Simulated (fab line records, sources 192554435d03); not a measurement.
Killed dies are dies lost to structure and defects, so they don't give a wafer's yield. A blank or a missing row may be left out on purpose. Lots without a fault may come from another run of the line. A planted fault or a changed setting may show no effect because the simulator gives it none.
Which tool did it? | flow n5_finfet | 24 lots, 72 wafers sampled, at 5 steps of a route of 1938

WHAT THE GAUGES READ, wafer by wafer
N5_BEOL_M8_INSPECT_30: inspects for defects (brightfield).
lot  | measured     | on                | raw_defect_count
L075 | day 15 06:41 | defect_inspect-02 | 479 444 285
L078 | day 15 12:36 | defect_inspect-02 | 420 333 297
L077 | day 16 12:05 | defect_inspect-02 | 392 393 290
L074 | day 16 21:31 | defect_inspect-02 | 312 315 441
L079 | day 17 01:19 | defect_inspect-02 | 290 263 293
L084 | day 17 06:04 | defect_inspect-01 | 583 516 521
L080 | day 17 08:02 | defect_inspect-02 | 357 494 450
L076 | day 18 05:50 | defect_inspect-01 | 498 405 449
L083 | day 18 18:58 | defect_inspect-02 | 471 285 262
L081 | day 18 20:40 | defect_inspect-02 | 442 347 402
L085 | day 19 04:48 | defect_inspect-02 | 389 471 285
L082 | day 19 04:58 | defect_inspect-02 | 280 274 314
L087 | day 19 05:09 | defect_inspect-02 | 460 503 450
L091 | day 19 05:14 | defect_inspect-01 | 584 620 295
L086 | day 19 09:07 | defect_inspect-02 | 386 378 348
L090 | day 19 15:28 | defect_inspect-02 | 294 311 287
L088 | day 19 15:36 | defect_inspect-02 | 412 345 214
L089 | day 19 17:56 | defect_inspect-02 | 446 358 411
L093 | day 20 16:35 | defect_inspect-02 | 427 383 679
L092 | day 20 18:10 | defect_inspect-01 | 425 368 283
L095 | day 20 18:20 | defect_inspect-02 | 312 349 331
L094 | day 21 12:19 | defect_inspect-02 | 541 331 436
L096 | day 21 16:26 | defect_inspect-02 | 245 338 304
L097 | day 21 23:02 | defect_inspect-02 | 445 453 402

N5_BEOL_M9_CD_MEAS_28: target cd 70 nm.
lot  | measured     | on        | cd_nm (nm)
L075 | day 15 14:36 | cd_sem-01 | 70.41 70.03 69.92
L078 | day 15 19:58 | cd_sem-02 | 70.54 70.23 70.02
L077 | day 16 19:13 | cd_sem-03 | 69.78 69.71 70.05
L074 | day 17 05:56 | cd_sem-02 | 70.64 70.86 70.85
L079 | day 17 07:52 | cd_sem-01 | 69.87 69.56 69.96
L084 | day 17 18:50 | cd_sem-03 | 69.74 70.09 69.94
L080 | day 17 18:53 | cd_sem-02 | 70.22 69.57 70.10
L076 | day 18 16:53 | cd_sem-01 | 70.30 69.87 70.36
L083 | day 19 04:59 | cd_sem-01 | 69.82 69.97 70.09
L081 | day 19 04:50 | cd_sem-01 | 69.78 70.50 69.91
L085 | day 19 15:20 | cd_sem-03 | 69.99 70.24 70.34
L082 | day 19 15:53 | cd_sem-03 | 69.73 69.92 69.82
L087 | day 19 17:01 | cd_sem-03 | 69.88 69.84 69.99
L091 | day 19 17:46 | cd_sem-03 | 69.88 70.55 70.10
L086 | day 19 18:29 | cd_sem-03 | 70.04 69.99 70.11
L090 | day 20 00:03 | cd_sem-03 | 69.93 70.27 69.87
L088 | day 20 00:07 | cd_sem-01 | 70.24 70.17 70.60
L089 | day 20 03:08 | cd_sem-03 | 69.57 70.26 69.88
L093 | day 21 01:05 | cd_sem-02 | 69.88 69.94 70.26
L092 | day 21 00:53 | cd_sem-03 | 69.74 69.70 70.09
L095 | day 21 01:18 | cd_sem-02 | 69.91 69.60 69.34
L094 | day 21 22:52 | cd_sem-02 | 69.90 70.02 70.29
L096 | day 22 01:41 | cd_sem-02 | 70.02 70.00 69.80
L097 | day 22 06:02 | cd_sem-02 | 70.07 70.11 70.41

WHICH TOOL RAN EACH LOT (tool, then ch and the chambers of the sampled wafers, then the start)
lot  | N5_BEOL_M8_ETCH_66                 | N5_BEOL_M8_CURE_75            | N5_BEOL_M8_SPUTTER_48
L075 | rie_diel-02 ch 0,1,3, day 15 06:48 | uv_cure-02 ch 2, day 15 07:21 | pvd_sputter-01, day 15 08:26
L078 | rie_diel-03 ch 1,3, day 15 12:44   | uv_cure-02 ch 2, day 15 13:20 | pvd_sputter-03, day 15 15:14
L077 | rie_diel-03 ch 1,2, day 16 12:12   | uv_cure-01 ch 1, day 16 12:59 | pvd_sputter-03, day 16 14:01
L074 | rie_diel-02 ch 0,1,3, day 16 21:38 | uv_cure-02 ch 0, day 16 22:14 | pvd_sputter-02, day 16 23:37
L079 | rie_diel-06 ch 0,1,3, day 17 01:26 | uv_cure-03 ch 1, day 17 02:06 | pvd_sputter-03, day 17 03:16
L084 | rie_diel-02 ch 0,1,3, day 17 06:13 | uv_cure-01 ch 1, day 17 06:46 | pvd_sputter-01, day 17 08:07
L080 | rie_diel-02 ch 2,3, day 17 08:09   | uv_cure-03 ch 0, day 17 08:41 | pvd_sputter-03, day 17 10:22
L076 | rie_diel-03 ch 0,2,3, day 18 05:56 | uv_cure-03 ch 1, day 18 06:33 | pvd_sputter-01, day 18 09:29
L083 | rie_diel-03 ch 0,2, day 18 19:05   | uv_cure-01 ch 1, day 18 19:37 | pvd_sputter-01, day 18 22:05
L081 | rie_diel-03 ch 0,2, day 18 20:47   | uv_cure-02 ch 2, day 18 21:30 | pvd_sputter-01, day 18 22:28
L085 | rie_diel-03 ch 2,3, day 19 04:55   | uv_cure-02 ch 2, day 19 05:46 | pvd_sputter-02, day 19 08:40
L082 | rie_diel-03 ch 0,2,3, day 19 05:19 | uv_cure-01 ch 2, day 19 06:07 | pvd_sputter-02, day 19 09:02
L087 | rie_diel-02 ch 0,1, day 19 05:20   | uv_cure-03 ch 0, day 19 06:26 | pvd_sputter-02, day 19 09:10
L091 | rie_diel-02 ch 0,2,3, day 19 05:44 | uv_cure-01 ch 0, day 19 06:49 | pvd_sputter-02, day 19 09:26
L086 | rie_diel-02 ch 0,1,3, day 19 09:17 | uv_cure-01 ch 0, day 19 09:56 | pvd_sputter-02, day 19 11:08
L090 | rie_diel-02 ch 0,1,2, day 19 15:34 | uv_cure-03 ch 1, day 19 16:10 | pvd_sputter-03, day 19 17:58
L088 | rie_diel-06 ch 0,2,3, day 19 15:53 | uv_cure-01 ch 1, day 19 16:32 | pvd_sputter-03, day 19 18:10
L089 | rie_diel-02 ch 0,3, day 19 18:06   | uv_cure-01 ch 2, day 19 18:43 | pvd_sputter-03, day 19 20:16
L093 | rie_diel-03 ch 2,3, day 20 16:52   | uv_cure-02 ch 1, day 20 17:28 | pvd_sputter-03, day 20 19:10
L092 | rie_diel-03 ch 1,2,3, day 20 18:17 | uv_cure-01 ch 2, day 20 18:52 | pvd_sputter-03, day 20 20:00
L095 | rie_diel-06 ch 0,3, day 20 18:27   | uv_cure-02 ch 1, day 20 19:08 | pvd_sputter-01, day 20 20:01
L094 | rie_diel-03 ch 0,1,2, day 21 12:25 | uv_cure-02 ch 2, day 21 13:04 | pvd_sputter-03, day 21 14:46
L096 | rie_diel-02 ch 2,3, day 21 16:33   | uv_cure-03 ch 0, day 21 17:05 | pvd_sputter-03, day 21 19:31
L097 | rie_diel-03 ch 0,1,3, day 21 23:23 | uv_cure-03 ch 1, day 21 23:56 | pvd_sputter-02, day 22 01:08
- N5_BEOL_M8_ETCH_66: etches SOC in N2/H2, target depth 80 nm, overetch 16 nm, time 120 s.
- N5_BEOL_M8_CURE_75: cures SiCOH lowk, time 120 s.
- N5_BEOL_M8_SPUTTER_48: material Cu, target thk 10 nm, time 1.667 s.

WHAT THE TOOLS THEMSELVES READ (means of the sampled wafers that have a number; where no wafer has one, the mark that the record gives instead)
N5_BEOL_M8_ETCH_66.
lot  | tool        | drypump_motor_current_A (A) | oes_product_au (a.u.) | rf_vpp_V (V) | showerhead_plenum_p_Torr (Torr) | throttle_valve_pct (%)
L075 | rie_diel-02 | 5.9                         | 0.61                  | 526.2        | 2.61                            | 17.74
L078 | rie_diel-03 | 5.9                         | 0.65                  | 527.4        | 2.67                            | 17.59
L077 | rie_diel-03 | 5.6                         | 0.61                  | 526.4        | 2.65                            | 17.59
L074 | rie_diel-02 | 5.9                         | 0.61                  | 525.2        | 2.60                            | 17.76
L079 | rie_diel-06 | 5.7                         | 0.61                  | 520.9        | 2.45                            | 17.91
L084 | rie_diel-02 | 6.0                         | 0.60                  | 524.8        | 2.60                            | 17.76
L080 | rie_diel-02 | 5.4                         | 0.63                  | 523.6        | 2.56                            | 17.82
L076 | rie_diel-03 | 6.0                         | 0.63                  | 526.5        | 2.63                            | 17.68
L083 | rie_diel-03 | 6.0                         | 0.59                  | 524.4        | 2.55                            | 17.83
L081 | rie_diel-03 | 6.0                         | 0.58                  | 524.6        | 2.55                            | 17.83
L085 | rie_diel-03 | 5.9                         | 0.68                  | 528.8        | 2.70                            | 17.51
L082 | rie_diel-03 | 6.0                         | 0.62                  | 526.1        | 2.62                            | 17.71
L087 | rie_diel-02 | 6.3                         | 0.58                  | 525.2        | 2.62                            | 17.74
L091 | rie_diel-02 | 5.8                         | 0.60                  | 523.6        | 2.56                            | 17.87
L086 | rie_diel-02 | 6.0                         | 0.59                  | 524.7        | 2.59                            | 17.79
L090 | rie_diel-02 | 6.1                         | 0.59                  | 525.1        | 2.59                            | 17.84
L088 | rie_diel-06 | 5.3                         | 0.62                  | 521.5        | 2.46                            | 17.86
L089 | rie_diel-02 | 6.1                         | 0.59                  | 524.3        | 2.55                            | 17.87
L093 | rie_diel-03 | 5.9                         | 0.66                  | 528.0        | 2.69                            | 17.54
L092 | rie_diel-03 | 5.8                         | 0.68                  | 527.4        | 2.66                            | 17.48
L095 | rie_diel-06 | 5.3                         | 0.59                  | 521.9        | 2.48                            | 17.90
L094 | rie_diel-03 | 5.8                         | 0.70                  | 524.4        | 2.59                            | 17.48
L096 | rie_diel-02 | 5.4                         | 0.59                  | 524.8        | 2.55                            | 17.90
L097 | rie_diel-03 | 5.8                         | 0.69                  | 525.1        | 2.58                            | 17.55

N5_BEOL_M8_CURE_75.
lot  | tool       | lamp_power_pct (%) | wafer_temp_C_max
L075 | uv_cure-02 | 52.31              | 371.7
L078 | uv_cure-02 | 52.38              | 371.9
L077 | uv_cure-01 | 52.29              | 371.8
L074 | uv_cure-02 | 52.32              | 372.7
L079 | uv_cure-03 | 52.33              | 372.8
L084 | uv_cure-01 | 52.26              | 371.8
L080 | uv_cure-03 | 52.30              | 371.7
L076 | uv_cure-03 | 52.29              | 372.8
L083 | uv_cure-01 | 52.31              | 371.8
L081 | uv_cure-02 | 52.31              | 371.8
L085 | uv_cure-02 | 52.30              | 371.5
L082 | uv_cure-01 | 52.30              | 371.7
L087 | uv_cure-03 | 52.35              | 371.6
L091 | uv_cure-01 | 52.33              | 373.2
L086 | uv_cure-01 | 52.29              | 372.9
L090 | uv_cure-03 | 52.26              | 373.3
L088 | uv_cure-01 | 52.30              | 371.6
L089 | uv_cure-01 | 52.35              | 372.3
L093 | uv_cure-02 | 52.36              | 372.5
L092 | uv_cure-01 | 52.28              | 371.9
L095 | uv_cure-02 | 52.40              | 372.6
L094 | uv_cure-02 | 52.35              | 371.6
L096 | uv_cure-03 | 52.30              | 371.3
L097 | uv_cure-03 | 52.29              | 373.1

N5_BEOL_M8_SPUTTER_48.
lot  | tool           | bias_v (V) | chamber_pressure_pa (Pa) | chuck_sensor_temp_C (C) | throttle_valve_pct (%)
L075 | pvd_sputter-01 | 59.8       | 0.13018                  | -15.9                   | 29.5
L078 | pvd_sputter-03 | 60.2       | 0.13014                  | -16.2                   | 30.7
L077 | pvd_sputter-03 | 59.6       | 0.12988                  | -16.3                   | 29.8
L074 | pvd_sputter-02 | 59.7       | 0.12992                  | -16.0                   | 30.4
L079 | pvd_sputter-03 | 60.3       | 0.13010                  | -16.0                   | 30.2
L084 | pvd_sputter-01 | 60.3       | 0.13022                  | -16.2                   | 29.6
L080 | pvd_sputter-03 | 60.6       | 0.13005                  | -16.0                   | 30.2
L076 | pvd_sputter-01 | 59.9       | 0.12981                  | -16.3                   | 29.0
L083 | pvd_sputter-01 | 59.9       | 0.13001                  | -16.1                   | 28.9
L081 | pvd_sputter-01 | 60.0       | 0.13014                  | -15.9                   | 29.6
L085 | pvd_sputter-02 | 60.0       | 0.12985                  | -15.9                   | 30.7
L082 | pvd_sputter-02 | 60.0       | 0.13005                  | -15.8                   | 30.0
L087 | pvd_sputter-02 | 59.9       | 0.13034                  | -16.0                   | 30.8
L091 | pvd_sputter-02 | 60.0       | 0.12967                  | -15.9                   | 31.2
L086 | pvd_sputter-02 | 59.7       | 0.13019                  | -16.1                   | 30.6
L090 | pvd_sputter-03 | 60.1       | 0.12995                  | -16.0                   | 29.9
L088 | pvd_sputter-03 | 60.2       | 0.13013                  | -16.4                   | 29.8
L089 | pvd_sputter-03 | 60.5       | 0.13021                  | -16.1                   | 30.2
L093 | pvd_sputter-03 | 59.8       | 0.13014                  | -16.0                   | 30.1
L092 | pvd_sputter-03 | 60.6       | 0.12985                  | -16.0                   | 30.2
L095 | pvd_sputter-01 | 59.4       | 0.13008                  | -16.4                   | 28.5
L094 | pvd_sputter-03 | 60.2       | 0.13009                  | -16.1                   | 29.9
L096 | pvd_sputter-03 | 59.8       | 0.12971                  | -16.2                   | 30.3
L097 | pvd_sputter-02 | 60.0       | 0.13013                  | -16.1                   | 30.4

THE ANSWER, worked out from the rows above alone
Rule: what is usual is taken from the lots themselves. Put in order of their means at a reading, lots are off if they are a third of the lots or fewer, leave a main group of 4 or more, and stand apart from it by a gap of 3 or more times the standard deviation of the main group's means; of several such gaps the widest counts. A main group whose means are all the same, to the digits that the tables above print for the reading, isn't used. A lot without any number at a reading at which 4 lots or more have one is off too. The other lots that the step has rows for count as sound. The gauges are gone through in route order, then the tools' own readings, and for those a lot's mean is taken as printed above. The first step at which some lot is off is used, and at that step the reading that is off furthest; a lot without a number counts as furthest.
No lot is off at any reading shown: from this, nothing can be told.

WHAT THE SIMULATOR HAD PUT IN
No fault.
